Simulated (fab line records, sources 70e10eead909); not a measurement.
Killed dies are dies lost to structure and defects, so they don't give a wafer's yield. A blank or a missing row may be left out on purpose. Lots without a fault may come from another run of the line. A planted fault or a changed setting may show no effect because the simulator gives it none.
Chamber matching | flow nand_harc | NHARC_P_M2_DEP_33 on pecvd-03: 3 sister chambers
The step deposits SiCN, target thk 30 nm. 14 wafers are shown with their chamber, then 7 later ones without.

WAFERS WITH THEIR CHAMBER
wafer  | chamber | heater_power_w (W)
L540.2 | 2       | 673
L540.5 | 0       | 478
L540.6 | 2       | 668
L542.4 | 1       | 540
L542.5 | 2       | 609
L542.6 | 0       | 449
L544.2 | 1       | 530
L544.4 | 2       | 636
L544.5 | 1       | 523
L545.4 | 2       | 654
L545.5 | 0       | 451
L545.6 | 1       | 557
L551.1 | 2       | 568
L551.2 | 1       | 608

SIGNATURES (means of the wafers above)
reading        | chamber 0 | chamber 1 | chamber 2 | scatter within a chamber
heater_power_w | 459.33    | 551.60    | 634.67    | 34.7
Rule: a wafer's distance from a chamber is the root of the sum, over the readings, of the square of ((its reading less the chamber's mean) divided by the reading's scatter). The wafer belongs to the nearest chamber; if the next one is less than 2 further off, it can't be placed. The scatter: the root of (the sum of the squares of (reading less its chamber's mean) over the shown wafers, divided by (wafers less chambers)).

WAFERS WITHOUT THEIR CHAMBER
wafer  | heater_power_w (W)
L551.5 | 571
L556.1 | 490
L556.2 | 466
L556.3 | 625
L562.2 | 602
L562.5 | 506
L562.6 | 562

WHICH CHAMBER EACH WENT THROUGH
wafer  | from the rows above     | in truth
L551.5 | can't be placed: 1 or 2 | 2
L556.1 | can't be placed: 0 or 1 | 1
L556.2 | 0                       | 0
L556.3 | can't be placed: 2 or 1 | 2
L562.2 | can't be placed: 2 or 1 | 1
L562.5 | can't be placed: 1 or 0 | 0
L562.6 | can't be placed: 1 or 2 | 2
Placed correctly: 1 of 7. Can't be placed from these rows: 6 (the true chamber is among the candidates in 6). Placed wrongly: 0.
